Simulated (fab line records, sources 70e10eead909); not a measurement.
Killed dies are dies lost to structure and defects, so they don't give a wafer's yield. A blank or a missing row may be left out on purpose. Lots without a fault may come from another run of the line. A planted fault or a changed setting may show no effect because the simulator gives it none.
Chamber matching | flow nand_harc | NHARC_A_CHANNEL_HOLE_D2_DESCUM_15 on rie_diel-02: 4 sister chambers
The step chemistry O2, time 3 s. 4 wafers are shown with their chamber, then 9 later ones without.

WAFERS WITH THEIR CHAMBER
wafer  | chamber | drypump_motor_current_A (A)
L090.2 | 2       | 6.2
L093.1 | 1       | 6.0
L093.3 | 0       | 6.2
L093.4 | 3       | 4.7

WAFERS WITHOUT THEIR CHAMBER
wafer  | drypump_motor_current_A (A)
L094.1 | 6.0
L094.4 | 6.2
L094.5 | 6.0
L095.1 | 6.3
L095.4 | 6.0
L095.5 | 6.3
L096.2 | 6.3
L096.3 | 6.2
L096.6 | 6.2

WHICH CHAMBER EACH WENT THROUGH
wafer  | from the rows above     | in truth
L094.1 | 1                       | 1
L094.4 | can't be placed: 0 or 2 | 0
L094.5 | 1                       | 1
L095.1 | can't be placed: 0 or 2 | 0
L095.4 | 1                       | 1
L095.5 | can't be placed: 0 or 2 | 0
L096.2 | can't be placed: 0 or 2 | 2
L096.3 | can't be placed: 0 or 2 | 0
L096.6 | can't be placed: 0 or 2 | 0
Placed correctly: 3 of 9. Can't be placed from these rows: 6 (the true chamber is among the candidates in 6). Placed wrongly: 0.
How it was worked out, from the rows above alone: a wafer's distance from a chamber is the root of the sum, over the readings, of the square of ((its reading less the chamber's mean) divided by the reading's scatter). The wafer belongs to the nearest chamber; if the next one is less than 2 further off, it can't be placed. A chamber's mean is the mean of its shown wafers. The scatter: with one shown wafer a chamber, the root of the mean of the squares of how far each hidden wafer lies from its nearest shown one.
